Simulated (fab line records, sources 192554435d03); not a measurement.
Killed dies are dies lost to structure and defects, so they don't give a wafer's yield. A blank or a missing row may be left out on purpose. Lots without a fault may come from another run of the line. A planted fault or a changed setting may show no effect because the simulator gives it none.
fab line records | flow n5_finfet
record lots=6 wafers=16 last_day=17
route steps=1938 shown HKMG_FIN@430
lots that met no fault: from a run of the same line without faults
start_h: hours from the record's first day to the start of the lot's first wafer shown | wait_h: hours since the lot's step before | " the same as in the row above | L1.1+2: a row that stands for several wafers | - no value, or no start given | * or withheld: withheld | < > ~ a bound
route shown NAME@n: a module of which the file shows steps, and the number in the route of the first | usual: mean/standard deviation of fault-free wafers | same: alike in all rows | chamber/n: place in a boat | sites: the reading at each site | _std_site: their standard deviation | _edge_site: outer sites' mean less inner sites' | radius_mm: how far each site lies from the wafer's centre | mask NAME#n: copy n | behind: the tool/chamber that last shaped the wafer | hold: why the lot was held/for how many hours/how that ended | device: the transistor (n, p or np) that didn't switch | end of line: the same wafers' tests at the end of the route | a step without rows: its recipe alone | killed: dies lost to structure and defects at the first sort, not the wafer's yield | map: a wafer's dies, x killed, . not, _ none there
set.NAME: the setting as run; set.NAME@STEP: as run at that earlier step | model.NAME: the simulator's own value behind a step, which no gauge read
lots at some steps of the route; a table a step, a row a wafer
services: from which hour (start_h, from the record's first day; less than 0 if before it) a tool's chamber was out of use, for how many hours, and why
## steps
# step N5_HKMG_FIN_CD_MEAS_12
# recipe target_cd_nm=92.8 landing_energy_ev=500 detector=se_inlens
# usual cd_nm=92.8/0.63
# columns lot.wafer tool chamber start_h wait_h cd_nm
L985.2 cd_sem-02 0 83.01 - 92.6
L985.4 " 0 " " 92.5
L985.5 " 0 " " 93.2
L986.2 cd_sem-03 0 88.84 - 93.1
L986.4 " 0 " " 92.8
L986.6 " 0 " " 92.4
L991.1 cd_sem-03 0 118.86 - 92.4
L991.2 " 0 " " 92.4
L991.6 " 0 " " 92.4
L102.2 cd_sem-02 0 184.52 - 92.0
L102.4 " 0 " " 91.8
L103.1 cd_sem-02 0 189.69 - 92.9
L103.2 " 0 " " 92.6
L106.1 cd_sem-03 0 214.17 - 94.1
L106.2 " 0 " " 93.6
L106.5 " 0 " " 93.9
# step N5_HKMG_FIN_OVL_MEAS_13
# recipe points_per_wafer=44
# usual NWFM_OVL=-0.3/0.63
# columns lot.wafer tool chamber start_h wait_h NWFM_OVL[nm]
L985.2 overlay-01 0 83.04 0.0 -0.4
L985.4 " 0 " " -1.0
L985.5 " 0 " " -0.7
L986.2 overlay-02 0 88.87 0.0 -0.5
L986.4 " 0 " " -0.5
L986.6 " 0 " " 0.0
L991.1 overlay-02 0 118.89 0.0 0.9
L991.2 " 0 " " 0.3
L991.6 " 0 " " -0.3
L102.2 overlay-02 0 184.55 0.0 -1.0
L102.4 " 0 " " -0.4
L103.1 overlay-01 0 189.72 0.0 0.1
L103.2 " 0 " " -0.4
L106.1 overlay-02 0 214.20 0.0 -0.6
L106.2 " 0 " " -0.5
L106.5 " 0 " " -0.9
# step N5_HKMG_FIN_INSPECT_14
# recipe mode=adi inspect_instrument=macro
# usual raw_defect_count=2.0/1.4
# columns lot.wafer tool chamber start_h wait_h raw_defect_count
L985.2 defect_inspect-02 - 83.07 0.0 2
L985.4 " - " " 1
L985.5 " - " " 3
L986.2 defect_inspect-01 - 88.89 0.0 0
L986.4 " - " " 3
L986.6 " - " " 0
L991.1 defect_inspect-01 - 118.91 0.0 3
L991.2 " - " " 1
L991.6 " - " " 2
L102.2 defect_inspect-02 - 184.58 0.0 3
L102.4 " - " " 3
L103.1 defect_inspect-02 - 189.75 0.0 1
L103.2 " - " " 2
L106.1 defect_inspect-02 - 214.22 0.0 3
L106.2 " - " " 7
L106.5 " - " " 1
# step N5_HKMG_FIN_DESCUM_17
# recipe chemistry=O2 time_s=7.9 source_power_w=50 bias_power_w=20 pressure_mtorr=20 rf_frequency_hz=2.712e+07 temp_c=40 resist=CAR-ArF o2_flow_sccm=225
# usual drypump_motor_current_A=5.9/0.35 oes_product_au=0.78/0.083 rf_vpp_V=243.5/1.3 showerhead_plenum_p_Torr=2.13/0.059 throttle_valve_pct=20.50/0.24
# columns lot.wafer tool chamber start_h wait_h drypump_motor_current_A oes_product_au rf_hours_counter_h rf_vpp_V showerhead_plenum_p_Torr throttle_valve_pct
L985.2 rie_diel-04 3 83.18 0.1 6.2 0.78 143 241.4 2.09 20.63
L985.4 " 1 " " 6.4 0.70 210 243.4 2.16 20.67
L985.5 " 1 " " 6.5 0.71 - 244.5 2.16 20.67
L986.2 rie_diel-03 1 89.30 0.4 5.4 0.77 135 241.4 2.01 19.97
L986.4 " 3 " " 5.6 0.75 158 242.5 2.10 20.76
L986.6 " 0 " " 5.7 0.69 - 244.2 2.17 20.69
L991.1 rie_diel-04 1 118.95 0.0 6.4 0.69 223 243.2 2.16 20.71
L991.2 " 3 " " 6.2 0.76 155 243.1 2.08 20.65
L991.6 " 0 " " 6.3 0.72 - 244.5 2.17 20.55
L102.2 rie_diel-05 2 184.61 0.0 5.5 0.85 53 243.7 2.13 20.35
L102.4 " 1 " " 5.5 0.71 187 244.6 2.17 20.53
L103.1 rie_diel-04 2 189.78 0.0 6.1 0.75 166 243.1 2.08 20.74
L103.2 " 1 " " 6.5 0.68 248 243.4 2.15 20.72
L106.1 rie_diel-04 3 215.20 1.0 6.3 0.74 192 243.1 2.07 20.70
L106.2 " 0 " " 6.2 0.70 241 243.1 2.16 20.60
L106.5 " 2 " " 6.1 0.74 - 243.6 2.07 20.78
# step N5_HKMG_FIN_ETCH_31
# recipe chemistry=CF4 target=SiARC target_depth_a=455 mask_material=CAR-ArF time_s=75.8 ion_energy_ev=80 pressure_mtorr=40 source_w=545 bias_w=36 Ar_flow_sccm=100 cf4_flow_sccm=100 ends=cleared
# usual drypump_motor_current_A=5.9/0.35 etch_rf_on_time_s=75.2/1.1 oes_product_au=0.67/0.07 rf_vpp_V=184.4/1.1 showerhead_plenum_p_Torr=2.17/0.055 throttle_valve_pct=15.68/0.27
# columns lot.wafer tool chamber start_h wait_h drypump_motor_current_A etch_rf_on_time_s oes_product_au rf_hours_counter_h rf_vpp_V showerhead_plenum_p_Torr throttle_valve_pct
L985.2 rie_diel-04 3 83.22 0.0 6.2 75.6 0.67 143 183.3 2.15 15.87
L985.4 " 1 " " 6.4 75.8 0.61 210 185.7 2.21 15.92
L985.5 " 1 " " 6.4 75.8 0.59 - 184.8 2.21 15.91
L986.2 rie_diel-03 1 89.34 0.0 5.4 73.5 0.66 135 181.9 2.06 15.16
L986.4 " 3 " " 5.6 75.0 0.64 158 185.8 2.14 15.89
L986.6 " 0 " " 5.6 75.8 0.60 - 183.8 2.21 15.86
L991.1 rie_diel-04 1 118.98 0.0 6.4 74.6 0.61 223 185.2 2.21 15.94
L991.2 " 3 " " 6.3 74.6 0.66 155 184.1 2.14 15.87
L991.6 " 0 " " 6.2 75.8 0.62 - 185.8 2.21 15.70
L102.2 rie_diel-05 2 184.65 0.0 5.5 74.9 0.73 53 184.8 2.17 15.47
L102.4 " 1 " " 5.5 76.9 0.61 187 183.5 2.21 15.73
L103.1 rie_diel-04 2 189.81 0.0 6.1 76.1 0.64 166 182.8 2.13 15.98
L103.2 " 1 " " 6.5 74.6 0.58 248 184.7 2.20 15.98
L106.1 rie_diel-04 3 215.24 0.0 6.2 74.9 0.64 192 183.6 2.13 15.96
L106.2 " 0 " " 6.3 75.1 0.60 241 185.0 2.20 15.78
L106.5 " 2 " " 6.0 77.4 0.63 - 185.4 2.13 16.00
# step N5_HKMG_FIN_ETCH_32
# recipe chemistry=N2/H2 target=SOC target_depth_a=2400 temp_c=40 time_s=300 ion_energy_ev=200 mask_material=SiARC pressure_mtorr=30 source_w=840 bias_w=150 n2_flow_sccm=200 h2_flow_sccm=200
# step N5_HKMG_FIN_STRIP_33
# recipe chemistry=N2/H2 temp_c=40 n2_flow_sccm=200 h2_flow_sccm=200 rf_frequency_hz=6e+07
# step N5_HKMG_FIN_STRIP_34
# recipe chemistry=CF4 resist=SiARC power_w=300 bias_power_w=75 pressure_mtorr=50 cf4_flow_sccm=150 rf_frequency_hz=6e+07
# usual drypump_motor_current_A=5.9/0.35 oes_product_au=0.77/0.076 rf_vpp_V=271.7/1.2 showerhead_plenum_p_Torr=1.82/0.045 throttle_valve_pct=13.66/0.29
# columns lot.wafer tool chamber start_h wait_h drypump_motor_current_A oes_product_au rf_hours_counter_h rf_vpp_V showerhead_plenum_p_Torr throttle_valve_pct
L985.2 rie_diel-04 3 83.47 0.0 6.2 0.77 143 271.6 1.80 13.83
L985.4 " 1 " " 6.4 0.69 211 273.3 1.85 13.92
L985.5 " 1 " " 6.4 0.70 - 272.9 1.85 13.90
L986.2 rie_diel-03 1 89.58 0.0 5.4 0.76 135 269.5 1.72 13.16
L986.4 " 3 " " 5.5 0.74 158 271.6 1.79 13.88
L986.6 " 0 " " 5.7 0.70 - 271.6 1.85 13.85
L991.1 rie_diel-04 1 119.23 0.0 6.5 0.68 223 273.9 1.85 13.94
L991.2 " 3 " " 6.2 0.76 155 271.5 1.80 13.87
L991.6 " 0 " " 6.3 0.71 - 272.8 1.85 13.72
L102.2 rie_diel-05 2 184.89 0.0 5.5 0.84 53 270.6 1.82 13.44
L102.4 " 1 " " 5.5 0.71 187 272.8 1.85 13.73
L103.1 rie_diel-04 2 190.06 0.0 6.1 0.75 166 271.3 1.79 13.98
L103.2 " 1 " " 6.5 0.68 248 273.0 1.84 14.00
L106.1 rie_diel-04 3 215.49 0.0 6.2 0.73 192 269.5 1.79 13.95
L106.2 " 0 " " 6.3 0.69 241 270.7 1.84 13.78
L106.5 " 2 " " 6.1 0.74 - 271.0 1.79 14.00
# step N5_HKMG_FIN_ETCH_35
# recipe chemistry=N2/H2 target=SOC target_depth_a=2158 ion_energy_ev=65 bias_w=5 source_w=3000 time_s=243.4 pressure_mtorr=30 n2_flow_sccm=200 h2_flow_sccm=200
# usual drypump_motor_current_A=5.9/0.35 h2_flow_sccm=200.0/0.51 oes_product_au=0.78/0.083 rf_vpp_V=141.9/1 showerhead_plenum_p_Torr=2.58/0.07 throttle_valve_pct=17.91/0.29
# columns lot.wafer tool chamber start_h wait_h drypump_motor_current_A h2_flow_sccm oes_product_au rf_hours_counter_h rf_vpp_V showerhead_plenum_p_Torr throttle_valve_pct
L985.2 rie_diel-04 3 83.49 0.0 6.3 199.8 0.78 143 142.2 2.55 18.06
L985.4 " 1 " " 6.5 200.9 0.70 211 142.9 2.63 18.04
L985.5 " 1 " " 6.5 201.1 0.69 - 141.1 2.63 18.05
L986.2 rie_diel-03 1 89.60 0.0 5.4 199.7 0.79 135 139.3 2.45 17.44
L986.4 " 3 " " 5.5 200.4 0.74 158 141.0 2.54 18.09
L986.6 " 0 " " 5.7 201.4 0.70 - 141.4 2.62 18.09
L991.1 rie_diel-04 1 119.25 0.0 6.4 200.8 0.70 223 142.7 2.62 18.07
L991.2 " 3 " " 6.3 199.9 0.77 156 141.9 2.54 18.08
L991.6 " 0 " " 6.3 198.9 0.72 - 142.3 2.63 17.94
L102.2 rie_diel-05 2 184.91 0.0 5.5 200.2 0.85 53 141.9 2.57 17.71
L102.4 " 1 " " 5.5 200.1 0.70 187 144.1 2.64 18.00
L103.1 rie_diel-04 2 190.08 0.0 6.0 200.2 0.74 166 142.0 2.55 18.37
L103.2 " 1 " " 6.5 199.5 0.67 248 143.4 2.61 18.11
L106.1 rie_diel-04 3 215.51 0.0 6.3 200.1 0.75 192 140.3 2.53 18.14
L106.2 " 0 " " 6.3 199.0 0.70 241 142.4 2.62 18.01
L106.5 " 2 " " 6.1 200.1 0.74 - 143.0 2.54 18.39
# step N5_HKMG_FIN_STRIP_92
# recipe chemistry=N2/H2 material=SOC time_s=20 power_w=500 temp_c=40 pressure_mtorr=50 rf_frequency_hz=6e+07 bias_power_w=8 h2_frac=0.5 n2_flow_sccm=300 h2_flow_sccm=300
# step N5_HKMG_FIN_WET_ETCH_18
# recipe chemistry=SC1 target=TiN mix=1:1:5 temp_c=* time_s=55 target_depth_nm=5.2 dry=ipa_marangoni rinse_time_s=30 rinse_temp_c=23
# step N5_HKMG_FIN_STRIP_19
# recipe chemistry=N2/H2 power_w=2500 temp_c=300 h2_frac=0.65 time_s=360 pressure_mtorr=withheld n2_flow_sccm=1750 h2_flow_sccm=3250
# usual drypump_motor_current_A=5.67/0.22 h2_flow_sccm=3249/11 heater_power_w=487/36
# columns lot.wafer tool chamber start_h wait_h drypump_motor_current_A h2_flow_sccm heater_power_w rf_hours_counter_h
L985.2 plasma_asher-02 1 83.78 0.0 5.69 3244 431 39
L985.4 " 1 " " 5.69 3244 432 -
L985.5 " 1 " " 5.70 3251 430 -
L986.2 plasma_asher-01 0 89.93 0.0 5.83 3230 509 89
L986.4 " 0 " " 5.82 3230 498 -
L986.6 " 1 " " 5.75 3246 474 -
L991.1 plasma_asher-02 1 119.54 0.0 5.74 3253 419 42
L991.2 " 0 " " 5.20 3255 537 42
L991.6 " 1 " " 5.67 3246 428 -
L102.2 plasma_asher-02 1 185.21 0.0 5.71 3236 427 55
L102.4 " 1 " " 5.74 3249 431 -
L103.1 plasma_asher-01 0 190.38 0.0 5.84 3240 495 112
L103.2 " 1 " " 5.73 3258 483 112
L106.1 plasma_asher-01 1 215.80 0.0 5.76 3250 469 118
L106.2 " 0 " " 5.83 3250 500 118
L106.5 " 0 " " 5.84 3248 494 -
# step N5_HKMG_FIN_ALD_91
# recipe material=TiN target_thk_a=10 temp_c=400 ald_precursor_family=TiCl4 ald_co_reactant=NH3 pulse_time_s=1 purge_time_s=3 co_reactant_purge_time_s=2 co_reactant_pulse_time_s=2 ald_cycles=47 pressure_torr=3
# usual ald_cycles=47/0 chamber_pressure_Torr=3.000/0.0066 heater_power_w=879/41 precursor_pulse_height_rel=1.000/0.019
# same purge_time_s=3
# columns lot.wafer tool chamber start_h wait_h ald_cycles chamber_pressure_Torr heater_power_w precursor_pulse_height_rel
L985.2 ald_metal-02 2 84.16 0.3 47 3.000 813 0.983
L985.4 " 1 " " 47 2.999 888 1.011
L985.5 " 0 " " 47 3.004 972 1.018
L986.2 ald_metal-01 3 90.32 0.3 47 3.001 862 1.020
L986.4 " 3 " " 47 3.000 873 0.995
L986.6 " 2 " " 47 3.004 883 0.986
L991.1 ald_metal-01 0 119.93 0.3 47 3.002 915 0.975
L991.2 " 3 " " 47 3.000 845 0.967
L991.6 " 3 " " 47 2.992 851 1.042
L102.2 ald_metal-01 0 185.59 0.3 39 2.988 916 0.995
L102.4 " 2 " " 47 3.011 876 0.978
L103.1 ald_metal-01 0 190.76 0.3 39 3.002 911 1.012
L103.2 " 1 " " 39 3.004 844 1.038
L106.1 ald_metal-02 2 216.18 0.3 47 3.000 845 1.001
L106.2 " 0 " " 47 3.006 992 1.000
L106.5 " 0 " " 47 2.998 989 0.969
# step N5_HKMG_FIN_COAT_85
# recipe resist=SOC temp_c=250 time_s=60 spin_rpm=1500 resist_thk_nm=300
## services
# columns tool chamber start_h hours kind
rie_diel-04 2 65.79 6.7 repair
ald_metal-01 1 78.89 42.1 repair
plasma_asher-02 - 85.11 14.6 pm
rie_diel-03 3 95.34 22.6 repair
rie_diel-03 0 103.91 18.7 repair
plasma_asher-02 - 105.73 2.8 pm
rie_diel-03 - 112.50 2.8 repair
rie_diel-04 2 116.92 6.0 repair
ald_metal-02 - 156.57 0.7 repair
ald_metal-01 - 160.28 0.9 repair
plasma_asher-01 - 185.40 0.7 repair
rie_diel-04 1 198.07 - clean
rie_diel-04 1 198.07 - consumable_replace:focus_ring
rie_diel-04 1 198.07 16.8 scheduled_down
rie_diel-04 1 198.07 16.8 vent_cycle
## key
first_sign step=N5_HKMG_FIN_ALD_91 reading=ald_cycles direction=down sigmas=99+ usual=* struck=*
effect none on later readings
met_at N5_HKMG_FIN_ALD_91
struck_wafers L102.2,L103.1,L103.2
tester_left_out L102,L103
onset_between 119.93 185.59
fault kind=process_parameter_drift tool=ald_metal-01 chamber=- onset_h=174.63 steps=N5_HKMG_FIN_ALD_91 channel=ald_cycles offset=* shape=step end_h=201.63 scope=struck_wafers_only acts_in=* stated=*
# tester_left_out: of these lots the tester's yield and bins aren't shown, on N5 and GAA mostly nor the transistor test; their killed dies are dies lost to structure and defects alone, not to doping, threshold or leakage, so they don't give the yield
